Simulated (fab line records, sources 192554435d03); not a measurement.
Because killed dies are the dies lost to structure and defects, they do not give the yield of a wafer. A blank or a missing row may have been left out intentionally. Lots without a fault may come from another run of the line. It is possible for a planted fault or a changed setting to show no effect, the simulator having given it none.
Which tool is to blame? || flow n5-finfet || Sampling: 12 lots, 36 wafers, 5 of 1938 route steps

== WHAT THE GAUGES READ, wafer by wafer ==
N5_BEOL_M0_SAQP_CD_MEAS_14 targets a cd of 42.5 nm.
{"lot": "L075", "measured": "day 5 21:13", "on": "cd-sem-03", "cd-nm (nm)": "42.6 42.5 42.2"}
{"lot": "L077", "measured": "day 6 12:14", "on": "cd-sem-03", "cd-nm (nm)": "42.4 42.4 42.2"}
{"lot": "L079", "measured": "day 6 22:57", "on": "cd-sem-02", "cd-nm (nm)": "42.8 42.5 43.0"}
{"lot": "L081", "measured": "day 7 09:15", "on": "cd-sem-02", "cd-nm (nm)": "41.5 41.6 42.1"}
{"lot": "L083", "measured": "day 7 17:16", "on": "cd-sem-01", "cd-nm (nm)": "42.9 42.5 43.3"}
{"lot": "L085", "measured": "day 8 07:46", "on": "cd-sem-02", "cd-nm (nm)": "42.5 41.7 42.5"}
{"lot": "L087", "measured": "day 8 22:38", "on": "cd-sem-03", "cd-nm (nm)": "42.4 42.9 42.1"}
{"lot": "L089", "measured": "day 9 05:54", "on": "cd-sem-03", "cd-nm (nm)": "41.9 42.2 42.5"}
{"lot": "L091", "measured": "day 9 17:40", "on": "cd-sem-03", "cd-nm (nm)": "42.8 42.3 42.4"}
{"lot": "L093", "measured": "day 10 02:01", "on": "cd-sem-02", "cd-nm (nm)": "43.5 42.5 42.9"}
{"lot": "L095", "measured": "day 10 16:47", "on": "cd-sem-01", "cd-nm (nm)": "42.2 42.0 42.0"}
{"lot": "L097", "measured": "day 11 05:18", "on": "cd-sem-03", "cd-nm (nm)": "42.8 42.4 42.6"}

== WHICH TOOL RAN EACH LOT (tool, then ch and the chambers of the sampled wafers, then the start) ==
{"lot": "L075", "N5_MOL_CONTACT_COAG_ETCH_65": "rie-diel-05 ch 0,1,2, day 5 14:29", "N5_MOL_CONTACT_COAG_ALD_133": "ald-sin-01 ch 0,1, day 5 14:52", "N5_MOL_CONTACT_COAG_ETCH_124": "rie-diel-05 ch 0,1,2, day 5 15:13", "N5_MOL_CONTACT_COAG_STRIP_49": "plasma-asher-01 ch 0,1, day 5 15:25"}
{"lot": "L077", "N5_MOL_CONTACT_COAG_ETCH_65": "rie-diel-02 ch 0,1,3, day 6 04:52", "N5_MOL_CONTACT_COAG_ALD_133": "ald-sin-02 ch 0,3, day 6 04:58", "N5_MOL_CONTACT_COAG_ETCH_124": "rie-diel-01 ch 0,1,2, day 6 05:20", "N5_MOL_CONTACT_COAG_STRIP_49": "plasma-asher-02 ch 0,1, day 6 05:31"}
{"lot": "L079", "N5_MOL_CONTACT_COAG_ETCH_65": "rie-diel-05 ch 0,1,2, day 6 16:31", "N5_MOL_CONTACT_COAG_ALD_133": "ald-sin-01 ch 1,2,3, day 6 16:37", "N5_MOL_CONTACT_COAG_ETCH_124": "rie-diel-02 ch 1,2,3, day 6 16:59", "N5_MOL_CONTACT_COAG_STRIP_49": "plasma-asher-02 ch 0,1, day 6 17:09"}
{"lot": "L081", "N5_MOL_CONTACT_COAG_ETCH_65": "rie-diel-02 ch 0,1,3, day 7 00:25", "N5_MOL_CONTACT_COAG_ALD_133": "ald-sin-02 ch 1,2,3, day 7 00:38", "N5_MOL_CONTACT_COAG_ETCH_124": "rie-diel-05 ch 0,1,2, day 7 01:00", "N5_MOL_CONTACT_COAG_STRIP_49": "plasma-asher-02 ch 0,1, day 7 01:11"}
{"lot": "L083", "N5_MOL_CONTACT_COAG_ETCH_65": "rie-diel-05 ch 1,2,3, day 7 10:12", "N5_MOL_CONTACT_COAG_ALD_133": "ald-sin-03 ch 0,1,2, day 7 10:19", "N5_MOL_CONTACT_COAG_ETCH_124": "rie-diel-01 ch 0,1,2, day 7 10:41", "N5_MOL_CONTACT_COAG_STRIP_49": "plasma-asher-02 ch 0,1, day 7 10:51"}
{"lot": "L085", "N5_MOL_CONTACT_COAG_ETCH_65": "rie-diel-02 ch 0,1, day 8 00:53", "N5_MOL_CONTACT_COAG_ALD_133": "ald-sin-02 ch 0,3, day 8 00:59", "N5_MOL_CONTACT_COAG_ETCH_124": "rie-diel-02 ch 1,2, day 8 01:21", "N5_MOL_CONTACT_COAG_STRIP_49": "plasma-asher-01 ch 0,1, day 8 01:32"}
{"lot": "L087", "N5_MOL_CONTACT_COAG_ETCH_65": "rie-diel-02 ch 1,2,3, day 8 15:23", "N5_MOL_CONTACT_COAG_ALD_133": "ald-sin-02 ch 0,3, day 8 15:50", "N5_MOL_CONTACT_COAG_ETCH_124": "rie-diel-01 ch 0,1, day 8 16:19", "N5_MOL_CONTACT_COAG_STRIP_49": "plasma-asher-01 ch 0,1, day 8 16:30"}
{"lot": "L089", "N5_MOL_CONTACT_COAG_ETCH_65": "rie-diel-02 ch 0,2,3, day 8 21:14", "N5_MOL_CONTACT_COAG_ALD_133": "ald-sin-02 ch 0,2,3, day 8 21:20", "N5_MOL_CONTACT_COAG_ETCH_124": "rie-diel-01 ch 2,3, day 8 21:41", "N5_MOL_CONTACT_COAG_STRIP_49": "plasma-asher-01 ch 0,1, day 8 21:52"}
{"lot": "L091", "N5_MOL_CONTACT_COAG_ETCH_65": "rie-diel-01 ch 0,2,3, day 9 10:10", "N5_MOL_CONTACT_COAG_ALD_133": "ald-sin-02 ch 0,1,3, day 9 10:16", "N5_MOL_CONTACT_COAG_ETCH_124": "rie-diel-01 ch 1,2,3, day 9 10:38", "N5_MOL_CONTACT_COAG_STRIP_49": "plasma-asher-01 ch 0,1, day 9 10:49"}
{"lot": "L093", "N5_MOL_CONTACT_COAG_ETCH_65": "rie-diel-01 ch 1,2,3, day 9 19:57", "N5_MOL_CONTACT_COAG_ALD_133": "ald-sin-01 ch 0,1,2, day 9 20:06", "N5_MOL_CONTACT_COAG_ETCH_124": "rie-diel-05 ch 0,1,2, day 9 20:28", "N5_MOL_CONTACT_COAG_STRIP_49": "plasma-asher-01 ch 0,1, day 9 20:40"}
{"lot": "L095", "N5_MOL_CONTACT_COAG_ETCH_65": "rie-diel-05 ch 0,1, day 10 10:18", "N5_MOL_CONTACT_COAG_ALD_133": "ald-sin-02 ch 0,2,3, day 10 10:24", "N5_MOL_CONTACT_COAG_ETCH_124": "rie-diel-05 ch 0,1, day 10 10:46", "N5_MOL_CONTACT_COAG_STRIP_49": "plasma-asher-01 ch 0,1, day 10 10:56"}
{"lot": "L097", "N5_MOL_CONTACT_COAG_ETCH_65": "rie-diel-05 ch 0,3, day 10 22:02", "N5_MOL_CONTACT_COAG_ALD_133": "ald-sin-02 ch 1,2,3, day 10 22:08", "N5_MOL_CONTACT_COAG_ETCH_124": "rie-diel-02 ch 1,3, day 10 22:35", "N5_MOL_CONTACT_COAG_STRIP_49": "plasma-asher-01 ch 0,1, day 10 22:46"}
- N5_MOL_CONTACT_COAG_ETCH_65: etches underlayer in N2/H2, target depth 13 nm, time 10.4 s.
- N5_MOL_CONTACT_COAG_ALD_133: deposits SiO2, target thk 5 nm, pulse time 1 s, co reactant pulse time 1 s.
- N5_MOL_CONTACT_COAG_ETCH_124: etches SiNx in CH3F/O2, stops on SiOC, target depth 6.5 nm.
- N5_MOL_CONTACT_COAG_STRIP_49: strips in N2/H2, time 30 s.

== THE ANSWER, worked out from the rows above alone ==
Rule: the usual values come from the lots themselves. Put in order of their means at a reading, lots are off if they are a third of the lots or fewer, leave a main group of 4 or more, and stand apart from it by a gap of 3 or more times the standard deviation of the main group's means; of several such gaps the widest counts. The tables above print the reading to a certain number of digits; a main group whose means all agree to those digits is not used. Also off: a lot with no number at a reading for which 4 or more lots have one. Where the step has rows for the other lots, those lots are counted as sound.
None of the lots is off at any reading shown; this tells nothing.

== WHAT THE SIMULATOR HAD PUT IN ==
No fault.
